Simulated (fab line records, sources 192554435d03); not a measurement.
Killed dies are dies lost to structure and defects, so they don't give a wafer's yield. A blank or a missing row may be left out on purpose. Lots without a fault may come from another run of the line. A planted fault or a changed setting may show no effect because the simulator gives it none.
Chamber matching | flow n5_finfet | N5_BEOL_M3_VIA_ETCH_34 on rie_diel-03: 4 sister chambers
The step etches the open film in C4F6/O2, target depth 69.4 nm, time 65.9 s. 8 wafers are shown with their chamber, then 7 later ones without.

WAFERS WITH THEIR CHAMBER
wafer  | chamber | showerhead_plenum_p_Torr (Torr) | rf_vpp_V (V)
L080.6 | 0       | 2.95                            | 648
L085.5 | 1       | 2.71                            | 658
L088.2 | 2       | 2.92                            | 646
L088.4 | 1       | 2.71                            | 657
L093.4 | 0       | 2.94                            | 649
L093.6 | 3       | 2.77                            | 675
L092.1 | 2       | 2.92                            | 645
L092.3 | 3       | 2.77                            | 674

WAFERS WITHOUT THEIR CHAMBER
wafer  | showerhead_plenum_p_Torr (Torr) | rf_vpp_V (V)
L092.4 | 2.77                            | 674
L095.3 | 2.70                            | 659
L095.5 | 2.76                            | 674
L095.6 | 2.92                            | 647
L096.1 | 2.70                            | 657
L096.4 | 2.93                            | 648
L096.5 | 2.76                            | 673

WHICH CHAMBER EACH WENT THROUGH
wafer  | from the rows above     | in truth
L092.4 | 3                       | 3
L095.3 | 1                       | 1
L095.5 | 3                       | 3
L095.6 | 2                       | 2
L096.1 | 1                       | 1
L096.4 | can't be placed: 0 or 2 | 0
L096.5 | 3                       | 3
Placed correctly: 6 of 7. Can't be placed from these rows: 1 (the true chamber is among the candidates in 1). Placed wrongly: 0.
How it was worked out, from the rows above alone: a wafer's distance from a chamber is the root of the sum, over the readings, of the square of ((its reading less the chamber's mean) divided by the reading's scatter). The wafer belongs to the nearest chamber; if the next one is less than 2 further off, it can't be placed. A chamber's mean is the mean of its shown wafers. The scatter: the root of (the sum of the squares of (reading less its chamber's mean) over the shown wafers, divided by (wafers less chambers)).
